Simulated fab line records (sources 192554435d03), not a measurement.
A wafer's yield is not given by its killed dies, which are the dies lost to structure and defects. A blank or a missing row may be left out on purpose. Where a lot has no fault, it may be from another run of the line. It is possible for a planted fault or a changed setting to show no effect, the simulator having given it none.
fab line records | flow n5_finfet
record lots=11 | wafers=32 | last_day=21
route steps=1938 shown DUMMY_REMOVAL@381 HKMG_FIN@386 BEOL_M4@1111
lots that met no fault: taken from a fault-free run of the same line
start_h: the number of hours between the record's first day and the start of the first shown wafer of the lot | wait_h: hours since the lot's step before | " repeats the value in the row above | L1.1+2: one row covering several wafers at once | - no value, or no start given | * or withheld: withheld | < > ~ a bound
route shown NAME@n: names a module that has steps shown in the file, with the first one's number in the route | usual: the fault-free wafers' mean and standard deviation | same: alike in all rows | chamber/n: place in a boat | sites: the reading at each site | _std_site: standard deviation of those values | _edge_site: outer sites' mean less inner sites' | radius_mm: for every site, how far away it sits from the centre of the wafer | mask NAME#n: copy n | behind: the most recent tool/chamber to have shaped the wafer | hold: why the lot was held/for how many hours/how that ended | device: the transistor (n, p or np) that didn't switch | end of line: the route-end tests of the same wafers | a step with no rows: only its recipe | killed: at the first sort, the dies lost to defects and structure; wafer yield is something else | map: a wafer's dies, x killed, . not, _ none there
set.NAME: setting as actually run; set.NAME@STEP: the setting as run at that earlier step | model.NAME: the simulator's own value behind a step, which no gauge read
one table for each step of the route and one row for each wafer, over a sample of lots
services: when a tool's chamber went out of use (start_h, in hours from the record's first day, below 0 if earlier), for how many hours, and the reason
## steps
# step N5_DUMMY_REMOVAL_INSPECT_06
# recipe inspect_instrument=brightfield | mode=aei
# usual raw_defect_count=13/5.6
lot.wafer | tool              | chamber | start_h | wait_h | raw_defect_count
L974.1    | defect_inspect-01 | -       | 68.45   | 0.0    | 9
L974.4    | "                 | -       | "       | "      | 15
L974.6    | "                 | -       | "       | "      | 12
L975.2    | defect_inspect-02 | -       | 74.34   | 0.0    | 15
L975.4    | "                 | -       | "       | "      | 20
L977.2    | defect_inspect-02 | -       | 86.45   | 0.0    | 9
L977.3    | "                 | -       | "       | "      | 6
L977.5    | "                 | -       | "       | "      | 6
L978.2    | defect_inspect-02 | -       | 95.30   | 0.0    | 13
L978.4    | "                 | -       | "       | "      | 20
L978.5    | "                 | -       | "       | "      | 16
L980.2    | defect_inspect-02 | -       | 107.20  | 0.0    | 23
L980.4    | "                 | -       | "       | "      | 11
L980.5    | "                 | -       | "       | "      | 8
L986.2    | defect_inspect-01 | -       | 142.23  | 0.0    | 8
L986.3    | "                 | -       | "       | "      | 7
L986.4    | "                 | -       | "       | "      | 16
L991.3    | defect_inspect-01 | -       | 171.89  | 0.0    | 18
L991.4    | "                 | -       | "       | "      | 13
L991.5    | "                 | -       | "       | "      | 5
L992.2    | defect_inspect-02 | -       | 179.19  | 0.0    | 9
L992.3    | "                 | -       | "       | "      | 19
L992.5    | "                 | -       | "       | "      | 12
L994.2    | defect_inspect-02 | -       | 195.10  | 0.0    | 14
L994.3    | "                 | -       | "       | "      | 13
L994.4    | "                 | -       | "       | "      | 7
L995.1    | defect_inspect-02 | -       | 198.35  | 0.0    | 20
L995.2    | "                 | -       | "       | "      | 9
L995.6    | "                 | -       | "       | "      | 6
L996.1    | defect_inspect-02 | -       | 201.80  | 0.0    | 11
L996.2    | "                 | -       | "       | "      | 13
L996.5    | "                 | -       | "       | "      | 11
# step N5_HKMG_FIN_HK_ALD_01
# recipe material=HfO2 | target_thk_a=16 | temp_c=withheld | ald_precursor_family=HfCl4 | ald_co_reactant=H2O | pulse_time_s=3 | purge_time_s=3 | co_reactant_purge_time_s=2.5 | co_reactant_pulse_time_s=0.3 | ald_cycles=30
# usual ald_cycles=30/0 | precursor_pulse_height_rel=0.999/0.022
# same purge_time_s=3
lot.wafer | tool      | chamber | start_h | wait_h | ald_cycles | precursor_pulse_height_rel
L974.1    | ald_hk-01 | 2       | 68.81   | 0.0    | 30         | 0.949
L974.4    | "         | 1       | "       | "      | 30         | 0.999
L974.6    | "         | 0       | "       | "      | 30         | 1.004
L975.2    | ald_hk-02 | 1       | 74.87   | 0.0    | 30         | 0.978
L975.4    | "         | 0       | "       | "      | 30         | 0.997
L977.2    | ald_hk-01 | 2       | 86.80   | 0.0    | 30         | 0.971
L977.3    | "         | 1       | "       | "      | 30         | 1.001
L977.5    | "         | 1       | "       | "      | 30         | 1.008
L978.2    | ald_hk-02 | 1       | 95.65   | 0.0    | 30         | 1.023
L978.4    | "         | 2       | "       | "      | 30         | 0.998
L978.5    | "         | 0       | "       | "      | 30         | 1.004
L980.2    | ald_hk-01 | 0       | 107.56  | 0.0    | 30         | 1.011
L980.4    | "         | 2       | "       | "      | 30         | 1.005
L980.5    | "         | 2       | "       | "      | 30         | 1.019
L986.2    | ald_hk-01 | 3       | 142.59  | 0.0    | 30         | 1.008
L986.3    | "         | 2       | "       | "      | 30         | 0.974
L986.4    | "         | 0       | "       | "      | 30         | 1.003
L991.3    | ald_hk-02 | 3       | 172.27  | 0.0    | 30         | 0.974
L991.4    | "         | 1       | "       | "      | 30         | 1.017
L991.5    | "         | 0       | "       | "      | 30         | 1.000
L992.2    | ald_hk-03 | 1       | 179.55  | 0.0    | 30         | 1.006
L992.3    | "         | 3       | "       | "      | 30         | 1.027
L992.5    | "         | 3       | "       | "      | 30         | 0.996
L994.2    | ald_hk-02 | 0       | 195.45  | 0.0    | 30         | 1.001
L994.3    | "         | 2       | "       | "      | 30         | 1.035
L994.4    | "         | 3       | "       | "      | 30         | 0.971
L995.1    | ald_hk-03 | 1       | 198.71  | 0.0    | 30         | 1.028
L995.2    | "         | 3       | "       | "      | 30         | 0.987
L995.6    | "         | 1       | "       | "      | 30         | 0.991
L996.1    | ald_hk-03 | 1       | 202.29  | 0.0    | 30         | 0.997
L996.2    | "         | 3       | "       | "      | 30         | 1.009
L996.5    | "         | 1       | "       | "      | 30         | 1.000
# step N5_HKMG_FIN_INSPECT_61
# recipe mode=adi | inspect_instrument=macro
# usual raw_defect_count=2.1/1.5
lot.wafer | tool              | chamber | start_h | wait_h | raw_defect_count
L974.1    | defect_inspect-02 | -       | 69.87   | 0.0    | 2
L974.4    | "                 | -       | "       | "      | 2
L974.6    | "                 | -       | "       | "      | 3
L975.2    | defect_inspect-02 | -       | 75.74   | 0.0    | 0
L975.4    | "                 | -       | "       | "      | 5
L977.2    | defect_inspect-01 | -       | 87.87   | 0.0    | 1
L977.3    | "                 | -       | "       | "      | 2
L977.5    | "                 | -       | "       | "      | 1
L978.2    | defect_inspect-01 | -       | 96.65   | 0.0    | 1
L978.4    | "                 | -       | "       | "      | 5
L978.5    | "                 | -       | "       | "      | 1
L980.2    | defect_inspect-01 | -       | 108.56  | 0.0    | 1
L980.4    | "                 | -       | "       | "      | 3
L980.5    | "                 | -       | "       | "      | 1
L986.2    | defect_inspect-01 | -       | 143.59  | 0.0    | 2
L986.3    | "                 | -       | "       | "      | 1
L986.4    | "                 | -       | "       | "      | 1
L991.3    | defect_inspect-02 | -       | 173.27  | 0.0    | 2
L991.4    | "                 | -       | "       | "      | 4
L991.5    | "                 | -       | "       | "      | 1
L992.2    | defect_inspect-02 | -       | 180.66  | 0.0    | 0
L992.3    | "                 | -       | "       | "      | 3
L992.5    | "                 | -       | "       | "      | 1
L994.2    | defect_inspect-02 | -       | 196.60  | 0.0    | 0
L994.3    | "                 | -       | "       | "      | 2
L994.4    | "                 | -       | "       | "      | 3
L995.1    | defect_inspect-01 | -       | 199.66  | 0.0    | 1
L995.2    | "                 | -       | "       | "      | 3
L995.6    | "                 | -       | "       | "      | 2
L996.1    | defect_inspect-01 | -       | 203.32  | 0.0    | 2
L996.2    | "                 | -       | "       | "      | 2
L996.5    | "                 | -       | "       | "      | 2
# step N5_HKMG_FIN_ALD_36
# recipe material=TiN | target_thk_a=10 | temp_c=400 | ald_precursor_family=TiCl4 | ald_co_reactant=NH3 | pulse_time_s=1 | purge_time_s=3 | co_reactant_purge_time_s=2 | co_reactant_pulse_time_s=2 | ald_cycles=47 | pressure_torr=3
# usual ald_cycles=47/0 | heater_power_w=879/110 | precursor_pulse_height_rel=1.001/0.018
# same purge_time_s=3
lot.wafer | tool         | chamber | start_h | wait_h | ald_cycles | heater_power_w | precursor_pulse_height_rel
L974.1    | ald_metal-02 | 2       | 72.03   | 0.0    | 47         | 761            | 1.019
L974.4    | "            | 1       | "       | "      | 47         | 1066           | 0.996
L974.6    | "            | 1       | "       | "      | 47         | 1097           | 1.022
L975.2    | ald_metal-04 | 3       | 77.95   | 0.0    | 47         | 789            | 0.991
L975.4    | "            | 0       | "       | "      | 47         | 880            | 0.982
L977.2    | ald_metal-04 | 3       | 90.03   | 0.0    | 47         | 752            | 1.041
L977.3    | "            | 2       | "       | "      | 47         | 862            | 1.023
L977.5    | "            | 1       | "       | "      | 47         | 750            | 0.969
L978.2    | ald_metal-02 | 0       | 98.81   | 0.0    | 47         | 1018           | 0.989
L978.4    | "            | 3       | "       | "      | 47         | 821            | 1.013
L978.5    | "            | 1       | "       | "      | 47         | 1071           | 1.001
L980.2    | ald_metal-01 | 0       | 110.94  | 0.0    | 47         | 808            | 0.995
L980.4    | "            | 1       | "       | "      | 47         | 940            | 1.006
L980.5    | "            | 0       | "       | "      | 47         | 798            | 1.021
L986.2    | ald_metal-02 | 2       | 146.08  | 0.0    | 47         | 756            | 1.016
L986.3    | "            | 3       | "       | "      | 47         | 798            | 0.973
L986.4    | "            | 1       | "       | "      | 49         | 1110           | 1.000
L991.3    | ald_metal-04 | 0       | 175.51  | 0.0    | 47         | 885            | 0.984
L991.4    | "            | 1       | "       | "      | 47         | 760            | 0.997
L991.5    | "            | 3       | "       | "      | 47         | 779            | 1.030
L992.2    | ald_metal-01 | 3       | 182.84  | 0.0    | 47         | 866            | 0.995
L992.3    | "            | 1       | "       | "      | 47         | 944            | 0.985
L992.5    | "            | 0       | "       | "      | 47         | 801            | 1.000
L994.2    | ald_metal-04 | 1       | 198.76  | 0.0    | 47         | 778            | 0.997
L994.3    | "            | 3       | "       | "      | 47         | 768            | 0.980
L994.4    | "            | 0       | "       | "      | 47         | 893            | 0.973
L995.1    | ald_metal-01 | 0       | 202.02  | 0.0    | 47         | 809            | 1.014
L995.2    | "            | 2       | "       | "      | 47         | 840            | 1.019
L995.6    | "            | 0       | "       | "      | 47         | 780            | 1.001
L996.1    | ald_metal-04 | 2       | 205.55  | 0.1    | 47         | 863            | 1.011
L996.2    | "            | 1       | "       | "      | 47         | 751            | 1.006
L996.5    | "            | 3       | "       | "      | 47         | 785            | 0.992
# step N5_BEOL_M4_RC_MEAS_101
# usual DIBL_N=36.1/2.3 | DIBL_P=36/3.2 | IOFF_N=0.16/0.045 | IOFF_P=0.21/0.049 | ION_N=674/14 | ION_P=462/8.4 | SS_N=71.6/0.83 | SS_P=73.2/0.87 | VT_N=249/3.8 | VT_P=-250/3.4
lot.wafer | tool      | chamber | start_h | wait_h | DIBL_N[mV/V] | DIBL_P[mV/V] | IOFF_N[nA/um] | IOFF_P[nA/um] | ION_N[uA/um] | ION_P[uA/um] | SS_N[mV/dec] | SS_P[mV/dec] | VT_N[mV] | VT_P[mV]
L974.1    | prober-02 | 0       | 236.98  | 0.3    | 35.1         | 34           | 0.13          | 0.21          | 659          | 461          | 70.7         | 72.9         | 250      | -249
L974.4    | "         | 0       | "       | "      | 39.1         | 39           | 0.20          | 0.28          | 675          | 466          | 72.3         | 73.6         | 248      | -246
L974.6    | "         | 0       | "       | "      | 37.9         | 37           | 0.18          | 0.25          | 673          | 465          | 71.7         | 73.7         | 248      | -245
L977.2    | prober-01 | 0       | 260.07  | 0.2    | 39.1         | 42           | 0.22          | 0.29          | 686          | 468          | 72.3         | 74.4         | 246      | -246
L977.3    | "         | 0       | "       | "      | 38.2         | 40           | 0.20          | 0.26          | 679          | 465          | 72.0         | 73.7         | 248      | -246
L977.5    | "         | 0       | "       | "      | 36.7         | 39           | 0.19          | 0.26          | 695          | 481          | 71.3         | 73.7         | 244      | -246
L975.2    | prober-01 | 0       | 271.85  | 0.2    | 33.3         | 35           | 0.12          | 0.19          | 655          | 460          | 70.6         | 73.0         | 254      | -250
L975.4    | "         | 0       | "       | "      | 34.5         | 36           | 0.13          | 0.23          | 664          | 464          | 70.5         | 72.7         | 249      | -244
L980.2    | prober-02 | 0       | 277.70  | 0.2    | 35.9         | 36           | 0.16          | 0.18          | 671          | 449          | 71.5         | 74.0         | 248      | -250
L980.4    | "         | 0       | "       | "      | 31.9         | 31           | 0.10          | 0.13          | 663          | 451          | 69.7         | 72.0         | 252      | -256
L980.5    | "         | 0       | "       | "      | 35.3         | 34           | 0.16          | 0.17          | 670          | 453          | 70.8         | 72.7         | 246      | -255
L978.2    | prober-02 | 0       | 280.86  | 0.2    | 35.8         | 36           | 0.15          | 0.20          | 674          | 458          | 71.7         | 72.9         | 249      | -251
L978.4    | "         | 0       | "       | "      | 34.3         | 34           | 0.13          | 0.17          | 669          | 461          | 71.1         | 72.6         | 249      | -252
L978.5    | "         | 0       | "       | "      | 34.7         | 35           | 0.14          | 0.19          | 677          | 460          | 70.5         | 72.1         | 249      | -251
L986.2    | prober-02 | 0       | 297.29  | 0.2    | 34.9         | 35           | 0.13          | 0.20          | 682          | 472          | 71.0         | 73.2         | 253      | -250
L986.3    | "         | 0       | "       | "      | 35.4         | 33           | 0.13          | 0.17          | 662          | 458          | 71.3         | 72.0         | 251      | -255
L986.4    | "         | 0       | "       | "      | 34.2         | 33           | 0.11          | 0.16          | 648          | 447          | 70.2         | 72.0         | 257      | -254
L991.3    | prober-01 | 0       | 355.20  | 0.3    | 34.4         | 36           | 0.14          | 0.16          | 672          | 458          | 71.9         | 72.9         | 251      | -255
L991.4    | "         | 0       | "       | "      | 35.0         | 37           | 0.14          | 0.19          | 678          | 466          | 72.0         | 73.1         | 254      | -256
L991.5    | "         | 0       | "       | "      | 35.4         | 37           | 0.15          | 0.19          | 676          | 465          | 72.3         | 73.5         | 251      | -253
L992.2    | prober-02 | 0       | 355.66  | 0.2    | 36.0         | 35           | 0.16          | 0.22          | 669          | 460          | 71.3         | 72.8         | 248      | -247
L992.3    | "         | 0       | "       | "      | 34.3         | 33           | 0.15          | 0.20          | 670          | 459          | 71.2         | 72.3         | 248      | -248
L992.5    | "         | 0       | "       | "      | 38.8         | 39           | 0.24          | 0.29          | 688          | 464          | 72.0         | 73.4         | 243      | -247
L994.2    | prober-02 | 0       | 358.83  | 0.2    | 37.6         | 38           | 0.17          | 0.20          | 673          | 458          | 71.3         | 73.8         | 248      | -252
L994.3    | "         | 0       | "       | "      | 39.2         | 41           | 0.21          | 0.28          | 674          | 466          | 72.2         | 75.1         | 249      | -249
L994.4    | "         | 0       | "       | "      | 36.5         | 37           | 0.15          | 0.20          | 675          | 462          | 71.2         | 73.9         | 248      | -254
L996.1    | prober-02 | 0       | 364.44  | 0.0    | 39.9         | 39           | 0.22          | 0.24          | 707          | 474          | 72.3         | 74.2         | 244      | -250
L996.2    | "         | 0       | "       | "      | 36.0         | 34           | 0.14          | 0.17          | 661          | 450          | 70.8         | 73.0         | 250      | -252
L996.5    | "         | 0       | "       | "      | 35.4         | 33           | 0.13          | 0.17          | 670          | 460          | 70.4         | 72.0         | 251      | -248
L995.1    | prober-02 | 0       | 388.83  | 0.0    | 40.9         | 44           | 0.28          | 0.38          | 686          | 469          | 73.0         | 75.4         | 241      | -241
L995.2    | "         | 0       | "       | "      | 40.3         | 43           | 0.30          | 0.36          | 695          | 472          | 72.4         | 74.8         | 239      | -240
L995.6    | "         | 0       | "       | "      | 39.2         | 41           | 0.26          | 0.31          | 685          | 464          | 72.8         | 75.0         | 243      | -243
## services
tool         | chamber | start_h | hours | kind
ald_metal-01 | -       | 59.25   | 0.4   | repair
ald_metal-01 | -       | 81.76   | 2.8   | pm
ald_metal-02 | 3       | 96.11   | 1.5   | repair
ald_metal-02 | 0       | 111.21  | 23.8  | repair
ald_metal-01 | -       | 129.35  | 0.9   | repair
ald_metal-02 | 2       | 130.18  | 8.3   | repair
## key
first_sign step=N5_HKMG_FIN_ALD_36 | reading=ald_cycles | direction=up | sigmas=99+ | usual=* | struck=*
effect none on later readings
met_at N5_HKMG_FIN_ALD_36
struck_lots L986
struck_wafers L986.4
not_acting_at N5_DUMMY_REMOVAL_INSPECT_06,N5_HKMG_FIN_HK_ALD_01,N5_HKMG_FIN_INSPECT_61
onset_between 98.81 146.08
fault kind=process_parameter_drift | tool=ald_metal-02 | chamber=- | onset_h=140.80 | steps=N5_HKMG_FIN_ALD_36 | channel=ald_cycles | offset=* | shape=step | end_h=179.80 | scope=struck_wafers_only | acts_in=* | stated=*
